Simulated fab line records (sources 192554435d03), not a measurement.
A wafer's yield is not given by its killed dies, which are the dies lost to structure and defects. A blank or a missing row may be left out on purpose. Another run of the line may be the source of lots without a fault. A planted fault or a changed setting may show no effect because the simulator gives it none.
Which tool is to blame?    flow n5_finfet    27 wafers from 9 lots sampled at 7 of the route's 1938 steps

## WHAT THE GAUGES READ, wafer by wafer
N5_GATE_CUT_THK_MEAS_24.
lot   measured      on             GC_FILL_THK (nm)
L598  day 4 22:19   film_metro-01  220.6 221.5 220.8
L601  day 5 14:02   film_metro-02  219.4 220.6 218.9
L602  day 5 23:51   film_metro-02  217.8 218.8 220.0
L608  day 7 10:54   film_metro-01  129.5 131.4 130.5
L609  day 7 21:03   film_metro-02  131.8 132.6 133.2
L610  day 8 00:54   film_metro-02  132.3 133.1 131.7
L617  day 9 18:46   film_metro-02  219.7 221.8 221.4
L618  day 9 20:16   film_metro-01  218.8 218.2 218.7
L619  day 10 06:41  film_metro-01  218.8 217.7 216.9

N5_BEOL_M4_RC_MEAS_101.
lot   measured      on         DIBL_N (mV/V)   DIBL_P (mV/V)   IOFF_N (nA/um)     IOFF_P (nA/um)     ION_N (uA/um)  ION_P (uA/um)  SS_N (mV/dec)   SS_P (mV/dec)   VT_N (mV)          VT_P (mV)
L598  day 8 03:10   prober-01  38.3 36.7 36.8  37.0 34.9 34.5  0.170 0.139 0.136  0.252 0.215 0.199  673 661 669    472 462 468    71.9 71.2 70.9  73.3 73.9 73.2  252.2 254.3 253.8  -249 -248 -249
L601  day 9 19:38   prober-02  38.0 37.2 37.7  38.5 37.4 38.7  0.187 0.190 0.194  0.234 0.208 0.236  682 691 687    462 466 461    72.1 72.5 72.0  74.0 72.4 73.9  247.6 245.4 246.8  -249 -251 -251
L602  day 9 09:45   prober-02  35.2 37.9 36.1  34.1 36.5 35.4  0.142 0.191 0.153  0.178 0.215 0.193  667 691 671    462 463 459    71.2 72.1 71.2  73.3 73.6 73.2  253.4 248.8 251.1  -255 -253 -253
L617  day 13 02:41  prober-02  38.5 38.7 38.1  38.0 37.9 37.6  0.175 0.184 0.174  0.240 0.244 0.248  681 666 685    464 460 471    71.3 71.4 71.4  74.3 74.3 74.0  250.5 248.6 247.6  -247 -248 -247
L618  day 13 10:22  prober-01  35.9 34.6 36.0  37.2 35.2 37.6  0.158 0.136 0.166  0.203 0.166 0.203  675 668 682    467 458 463    71.4 70.9 71.8  73.2 73.3 73.5  251.6 251.9 249.8  -253 -258 -252
L619  day 13 22:22  prober-02  35.7 33.3 35.0  37.9 34.6 36.6  0.170 0.127 0.151  0.230 0.184 0.217  681 675 675    472 467 465    72.5 71.0 71.1  73.4 72.6 73.3  250.1 252.1 250.0  -248 -251 -249

## WHICH TOOL RAN EACH LOT (tool, then ch and the chambers of the sampled wafers, then the start)
lot   N5_GATE_CUT_DESCUM_18               N5_GATE_CUT_VAPOR_ETCH_48          N5_GATE_CUT_VAPOR_ETCH_51          N5_GATE_CUT_ALD_22                 N5_GATE_CUT_CMP_23
L598  rie_diel-03 ch 0,1,3, day 4 17:46   rie_metal-03 ch 0,1, day 4 18:20   rie_metal-03 ch 0,1, day 4 18:23   ald_sin-03 ch 1,2,3, day 4 20:32   cmp-03 ch 1,2,3, day 4 22:01
L601  rie_diel-04 ch 0,1,2, day 5 11:23   rie_metal-03 ch 0,1, day 5 11:58   rie_metal-03 ch 0,1, day 5 12:02   ald_sin-03 ch 0,1,2, day 5 12:59   cmp-03 ch 0,3, day 5 13:46
L602  rie_diel-06 ch 0,2, day 5 20:58     rie_metal-03 ch 0,1, day 5 21:43   rie_metal-03 ch 0,1, day 5 21:47   ald_sin-03 ch 0,2, day 5 22:04     cmp-04 ch 0,2,3, day 5 23:33
L608  rie_diel-06 ch 0,1,2, day 7 08:17   rie_metal-03 ch 0,1, day 7 08:51   rie_metal-03 ch 0,1, day 7 08:55   ald_sin-03 ch 0,1,3, day 7 09:07   cmp-01 ch 0,2,3, day 7 10:38
L609  rie_diel-04 ch 0,2,3, day 7 18:23   rie_metal-03 ch 0,1, day 7 18:58   rie_metal-03 ch 0,1, day 7 19:02   ald_sin-02 ch 2,3, day 7 19:16     cmp-01 ch 1,2,3, day 7 20:45
L610  rie_diel-06 ch 0,1,2, day 7 22:16   rie_metal-02 ch 1, day 7 22:50     rie_metal-02 ch 1, day 7 22:54     ald_sin-03 ch 0,2, day 7 23:07     cmp-04 ch 1,2,3, day 8 00:36
L617  rie_diel-04 ch 0,2, day 9 16:03     rie_metal-02 ch 0,1, day 9 16:41   rie_metal-02 ch 0,1, day 9 16:46   ald_sin-03 ch 0,1,3, day 9 16:59   cmp-01 ch 1,2,3, day 9 18:32
L618  rie_diel-04 ch 0,1, day 9 17:38     rie_metal-03 ch 0,1, day 9 18:13   rie_metal-03 ch 0,1, day 9 18:16   ald_sin-03 ch 1,2,3, day 9 18:28   cmp-03 ch 1,2,3, day 9 20:05
L619  rie_diel-04 ch 0,1,2, day 10 01:19  rie_metal-02 ch 0,1, day 10 01:54  rie_metal-02 ch 0,1, day 10 01:58  ald_sin-02 ch 0,2,3, day 10 04:54  cmp-01 ch 1,2,3, day 10 06:26
- N5_GATE_CUT_DESCUM_18: chemistry O2, time 7 s.
- N5_GATE_CUT_VAPOR_ETCH_48: etches TiN in BCl3/Cl2.
- N5_GATE_CUT_VAPOR_ETCH_51: etches HfO2 in BCl3/Cl2.
- N5_GATE_CUT_ALD_22: deposits SiNx, target thk 16 nm, pulse time 1 s, ald cycles 320.
- N5_GATE_CUT_CMP_23: polishes, stops on SiO2, t overpolish 23.4 s, target thk 16 nm.

## WHAT THE TOOLS THEMSELVES READ (means of the sampled wafers that have a number; where no wafer has one, the mark that the record gives instead)
N5_GATE_CUT_DESCUM_18.
lot   tool         drypump_motor_current_A (A)  oes_product_au (a.u.)  rf_vpp_V (V)  showerhead_plenum_p_Torr (Torr)  throttle_valve_pct (%)
L598  rie_diel-03  6.0                          0.83                   244.0         2.14                             20.31
L601  rie_diel-04  5.8                          0.74                   242.6         2.09                             20.57
L602  rie_diel-06  5.6                          0.75                   243.8         2.15                             20.52
L608  rie_diel-06  5.6                          0.74                   243.7         2.12                             20.69
L609  rie_diel-04  5.8                          0.76                   243.3         2.06                             20.55
L610  rie_diel-06  5.6                          0.74                   243.0         2.12                             20.69
L617  rie_diel-04  6.1                          0.91                   241.9         2.05                             20.49
L618  rie_diel-04  5.8                          0.77                   243.9         2.12                             20.53
L619  rie_diel-04  5.8                          0.80                   242.8         2.07                             20.49

N5_GATE_CUT_VAPOR_ETCH_48.
lot   tool          drypump_motor_current_A (A)  oes_product_au (a.u.)
L598  rie_metal-03  5.4                          0.67
L601  rie_metal-03  5.4                          0.67
L602  rie_metal-03  5.4                          0.66
L608  rie_metal-03  5.1                          0.72
L609  rie_metal-03  5.4                          0.66
L610  rie_metal-02  5.3                          0.69
L617  rie_metal-02  5.5                          0.71
L618  rie_metal-03  5.1                          0.83
L619  rie_metal-02  5.5                          0.72

N5_GATE_CUT_VAPOR_ETCH_51.
lot   tool          drypump_motor_current_A (A)  oes_product_au (a.u.)
L598  rie_metal-03  5.4                          0.67
L601  rie_metal-03  5.4                          0.67
L602  rie_metal-03  5.4                          0.66
L608  rie_metal-03  5.1                          0.72
L609  rie_metal-03  5.4                          0.65
L610  rie_metal-02  5.3                          0.69
L617  rie_metal-02  5.5                          0.71
L618  rie_metal-03  5.1                          0.83
L619  rie_metal-02  5.5                          0.71

N5_GATE_CUT_ALD_22.
lot   tool        chamber_pressure_Torr (Torr)  heater_power_w (W)  precursor_pulse_height_rel
L598  ald_sin-03  2.001                         856                 1.010
L601  ald_sin-03  2.002                         857                 0.999
L602  ald_sin-03  1.995                         885                 0.988
L608  ald_sin-03  -                             -                   -
L609  ald_sin-02  -                             -                   -
L610  ald_sin-03  -                             -                   -
L617  ald_sin-03  1.996                         865                 0.996
L618  ald_sin-03  2.005                         876                 1.000
L619  ald_sin-02  1.997                         771                 1.000

N5_GATE_CUT_CMP_23.
lot   tool    motor_current_A (A)  time_to_endpoint_s (s)
L598  cmp-03  9.8                  18.1
L601  cmp-03  10.2                 18.1
L602  cmp-04  8.6                  20.0
L608  cmp-01  8.5                  121.2
L609  cmp-01  8.1                  129.1
L610  cmp-04  8.6                  129.9
L617  cmp-01  8.2                  21.7
L618  cmp-03  10.0                 22.7
L619  cmp-01  8.3                  18.7

## THE ANSWER, worked out from the rows above alone
Rule: the usual values come from the lots themselves. Put in order of their means at a reading, lots are off if they are a third of the lots or fewer, leave a main group of 4 or more, and stand apart from it by a gap of 3 or more times the standard deviation of the main group's means; of several such gaps the widest counts. A main group whose means are all the same, to the digits that the tables above print for the reading, isn't used. A lot without any number at a reading at which 4 lots or more have one is off too. Any other lot the step has rows for is counted as sound. Order of review: gauges by route order, followed by the tools' own readings, for which a lot's mean as printed above is used. The first step at which some lot is off is used, and at that step the reading that is off furthest; a lot without a number counts as furthest.
Off: at N5_GATE_CUT_THK_MEAS_24 (GC_FILL_THK), L608, L609, L610. Mean 219.5 nm and standard deviation 1.2 in the main group.
A tool fits if, at a process step before that reading, it ran every lot that is off, and no sound lot after the first of them. Not tried: the gauges at N5_GATE_CUT_THK_MEAS_24; whatever is off there is also off at N5_GATE_CUT_ALD_22, on other tools, and gauge error can't account for it. None of those tried fits.

## WHAT THE SIMULATOR PUT IN
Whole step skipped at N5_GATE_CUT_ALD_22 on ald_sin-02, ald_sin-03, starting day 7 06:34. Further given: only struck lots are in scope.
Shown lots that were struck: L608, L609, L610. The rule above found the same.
